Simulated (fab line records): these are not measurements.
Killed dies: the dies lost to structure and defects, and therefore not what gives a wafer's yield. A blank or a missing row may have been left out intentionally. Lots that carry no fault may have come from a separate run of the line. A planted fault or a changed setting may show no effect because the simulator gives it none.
The tool behind it: which one?    flow nand_harc    12 lots with 36 wafers sampled at 5 steps, on a route of 1302 steps

WHAT THE GAUGES SHOWED, per wafer
NHARC_P_STI_INSPECT_25. Usual: 209 for raw_defect_count, sd 73.
lot   measured      on                 raw_defect_count  flag
L544  day 4 11:18   defect_inspect-01  260 214 137       
L546  day 5 07:40   defect_inspect-01  155 166 190       
L548  day 6 02:43   defect_inspect-02  217 187 145       
L551  day 7 11:22   defect_inspect-02  186 262 170       
L552  day 7 18:50   defect_inspect-02  214 170 224       
L559  day 10 13:48  defect_inspect-01  140 210 146       
L560  day 10 23:22  defect_inspect-01  244 170 260       
L561  day 11 10:59  defect_inspect-01  170 185 175       
L562  day 11 20:12  defect_inspect-01  155 228 285       
L563  day 12 06:44  defect_inspect-02  148 211 167       
L564  day 12 19:44  defect_inspect-01  264 156 566       
L566  day 13 14:58  defect_inspect-02  142 187 153       

NHARC_END_SORT_01. Usual: killed_at_array 56, standard deviation 20; killed_at_other 1, standard deviation 1.3; killed_at_periphery 3.5, standard deviation 2.7; killed_dies 60, standard deviation 20; killed_open 3.3, standard deviation 1.6; killed_short 2.4, standard deviation 1.5.
lot   measured      on         killed_at_array  killed_at_other  killed_at_periphery  killed_dies  killed_open  killed_short  flag
L544  day 24 11:40  prober-02  76 74 62         1 1 0            9 2 7                86 77 69     3 3 4        4 4 3         
L546  day 25 06:34  prober-01  44 52 34         0 1 1            2 2 3                46 55 38     4 4 3        3 3 1         
L548  day 26 10:28  prober-02  35 61 57         0 0 1            1 3 1                36 64 59     5 5 3        2 3 2         
L551  day 27 09:34  prober-01  68 59 48         1 6 1            0 2 3                69 67 52     3 2 4        4 3 1         
L552  day 28 00:50  prober-02  53 61 50         1 0 0            4 3 1                58 64 51     1 4 1        3 4 3         
L559  day 31 01:58  prober-02  117 105 74       1 0 1            559 572 602          677 677 677  3 4 4        1 4 0         OFF
L560  day 31 01:58  prober-01  53 44 45         1 0 2            623 633 630          677 677 677  3 2 2        2 5 3         OFF
L561  day 31 10:31  prober-02  26 31 27         0 0 0            1 2 4                27 33 31     2 3 4        1 5 2         
L562  day 32 04:40  prober-01  75 73 80         2 4 1            6 4 0                83 81 81     4 0 3        2 1 2         
L563  day 32 04:37  prober-02  41 37 32         1 2 0            5 6 8                47 45 40     4 3 2        3 3 0         
L564  day 33 04:06  prober-02  48 37 38         4 1 0            1 2 2                53 40 40     4 2 3        2 0 5         
L566  day 33 13:04  prober-01  12 15 16         1 2 3            1 2 2                14 19 21     3 5 4        1 2 3         

EACH LOT AND THE TOOL THAT RAN IT (in order: tool; ch and the chambers of the sampled wafers; start)
lot   NHARC_P_STI_ETCH_15               NHARC_P_GATE_DEP_103             NHARC_P_GATE_HM_OPEN_105
L544  rie_si-04 ch 0,2,3, day 3 07:52   pecvd-03 ch 0,2, day 5 10:18     rie_diel-11 ch 0,1, day 24 11:40 or earlier
L546  rie_si-04 ch 0,2,3, day 4 03:49   pecvd-04 ch 0,1,2, day 6 10:28   rie_diel-11 ch 0,1,3, day 25 06:34 or earlier
L548  rie_si-04 ch 0,1,2, day 4 23:38   pecvd-04 ch 0,1, day 7 00:26     rie_diel-10 ch 1,2,3, day 26 10:28 or earlier
L551  rie_si-03 ch 2,3, day 6 05:52     pecvd-03 ch 0,1,2, day 8 12:59   rie_diel-11 ch 0,2,3, day 27 09:34 or earlier
L552  rie_si-04 ch 0,1,3, day 6 14:29   pecvd-02 ch 0,1, day 8 19:16     rie_diel-11 ch 0,1,3, day 28 00:50 or earlier
L559  rie_si-02 ch 1,2, day 9 11:26     pecvd-03 ch 0,1, day 11 13:50    rie_diel-11 ch 0,3, day 31 01:58 or earlier
L560  rie_si-04 ch 0,2,3, day 9 22:13   pecvd-03 ch 1,2, day 12 00:59    rie_diel-10 ch 0,2,3, day 31 01:58 or earlier
L561  rie_si-04 ch 1,3, day 10 07:38    pecvd-02 ch 0,2, day 12 09:36    rie_diel-11 ch 1,2, day 31 10:31 or earlier
L562  rie_si-04 ch 0,1,2, day 10 18:44  pecvd-04 ch 0,2, day 13 02:47    rie_diel-11 ch 0,2,3, day 32 04:40 or earlier
L563  rie_si-04 ch 0,2, day 11 05:18    pecvd-02 ch 0,1, day 13 07:28    rie_diel-11 ch 0,2, day 32 04:37 or earlier
L564  rie_si-04 ch 1,2,3, day 11 14:47  pecvd-04 ch 0,1,2, day 13 19:09  rie_diel-11 ch 2,3, day 33 04:06 or earlier
L566  rie_si-02 ch 2,3, day 12 10:35    pecvd-02 ch 0,2, day 14 14:33    rie_diel-11 ch 0,2,3, day 33 13:04 or earlier
- NHARC_P_STI_ETCH_15: etches the open film in HBr/Cl2, target depth 300 nm, time 100.1 s.
- NHARC_P_GATE_DEP_103: deposits SiON, target thk 30 nm.
- NHARC_P_GATE_HM_OPEN_105: chemistry O2/COS, target depth 360 nm.

AS READ BY THE TOOLS THEMSELVES (means over the sampled wafers that have a number; for cases with no such wafer, the mark the record gives instead)
NHARC_P_STI_ETCH_15. Usual: drypump_motor_current_A 5.5 A, standard deviation 0.35; oes_product_au 1.000 a.u., standard deviation 0.0073; throttle_valve_pct 26.405 %, standard deviation 0.0085.
lot   tool       drypump_motor_current_A (A)  oes_product_au (a.u.)  throttle_valve_pct (%)  flag
L544  rie_si-04  5.4                          1.006                  26.404                  
L546  rie_si-04  5.5                          1.007                  26.403                  
L548  rie_si-04  5.5                          0.994                  26.398                  
L551  rie_si-03  4.9                          0.999                  26.403                  
L552  rie_si-04  5.7                          1.002                  26.402                  
L559  rie_si-02  5.9                          0.991                  26.412                  
L560  rie_si-04  5.4                          1.002                  26.403                  
L561  rie_si-04  5.8                          1.007                  26.410                  
L562  rie_si-04  5.5                          1.001                  26.400                  
L563  rie_si-04  5.3                          1.008                  26.411                  
L564  rie_si-04  5.6                          0.997                  26.410                  
L566  rie_si-02  5.9                          0.995                  26.403                  

NHARC_P_GATE_DEP_103. Usual: heater_power_outer_w 425 W, standard deviation 56; heater_power_w 710 W, standard deviation 84.
lot   tool      heater_power_outer_w (W)  heater_power_w (W)  flag
L544  pecvd-03  504                       805                 
L546  pecvd-04  435                       689                 
L548  pecvd-04  440                       722                 
L551  pecvd-03  443                       737                 
L552  pecvd-02  371                       681                 
L559  pecvd-03  -                         -                   OFF
L560  pecvd-03  -                         -                   OFF
L561  pecvd-02  399                       671                 
L562  pecvd-04  418                       673                 
L563  pecvd-02  392                       700                 
L564  pecvd-04  395                       659                 
L566  pecvd-02  425                       734                 

NHARC_P_GATE_HM_OPEN_105. Usual: drypump_motor_current_A 5.6 A, standard deviation 0.48; oes_product_au 1.002 a.u., standard deviation 0.0068; rf_vpp_V 467.3 V, standard deviation 2.7; showerhead_plenum_p_Torr 3.13 Torr, standard deviation 0.12; throttle_valve_pct 28.330 %, standard deviation 0.01.
lot   tool         drypump_motor_current_A (A)  oes_product_au (a.u.)  rf_vpp_V (V)  showerhead_plenum_p_Torr (Torr)  throttle_valve_pct (%)  flag
L544  rie_diel-11  5.1                          0.994                  466.8         3.05                             28.334                  
L546  rie_diel-11  5.3                          1.002                  465.6         3.03                             28.332                  
L548  rie_diel-10  5.7                          1.012                  468.5         3.14                             28.335                  
L551  rie_diel-11  5.7                          1.003                  465.0         3.04                             28.329                  
L552  rie_diel-11  5.4                          0.997                  464.8         3.03                             28.322                  
L559  rie_diel-11  5.4                          1.008                  464.3         2.99                             28.336                  
L560  rie_diel-10  5.9                          1.001                  469.0         3.23                             28.326                  
L561  rie_diel-11  5.6                          1.001                  467.9         3.14                             28.345                  
L562  rie_diel-11  5.7                          1.001                  465.1         3.04                             28.327                  
L563  rie_diel-11  5.6                          1.006                  466.0         3.10                             28.331                  
L564  rie_diel-11  6.1                          1.003                  464.6         3.02                             28.333                  
L566  rie_diel-11  5.7                          1.005                  464.4         3.04                             28.328                  

THE ANSWER, worked out from the rows above alone
Rule: lot off if the mean of its wafers having a number is beyond 3 standard deviations from the usual mean. A lot without any number at a reading at which 4 lots or more have one is off too. All remaining lots with rows at the step are treated as sound. Order of review: gauges by route order, followed by the tools' own readings, for which a lot's mean as printed above is used. At the first step where some lot is off, the reading lying furthest off is the one used; lots without a number count as furthest.
Off: L559, L560, at NHARC_END_SORT_01 (killed_at_periphery).
If a tool, at a process step before that reading, ran all the lots that are off and no sound lot after the first of them, it fits. Not tried: the gauges at NHARC_END_SORT_01; whatever is off there is also off at NHARC_P_GATE_DEP_103, on other tools, and gauge error can't account for it. With no start given for some of its lots, NHARC_P_GATE_HM_OPEN_105 uses the hours and lot order of NHARC_END_SORT_01. One fits: pecvd-03 at NHARC_P_GATE_DEP_103. A fault onset in the window from L551 (day 8 12:59, its last sound lot) to L559 (day 11 13:50, its first lot off) fits.
Blank at NHARC_P_GATE_DEP_103 on the lots that are off, where sound lots have numbers: heater_power_outer_w, heater_power_w.

WHAT THE SIMULATOR HAD PUT IN
Skipped step whole: pecvd-03, from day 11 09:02 on, at NHARC_P_GATE_DEP_103. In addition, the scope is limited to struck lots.
Struck lots among those shown: L559, L560. This agrees with what the rule above found.
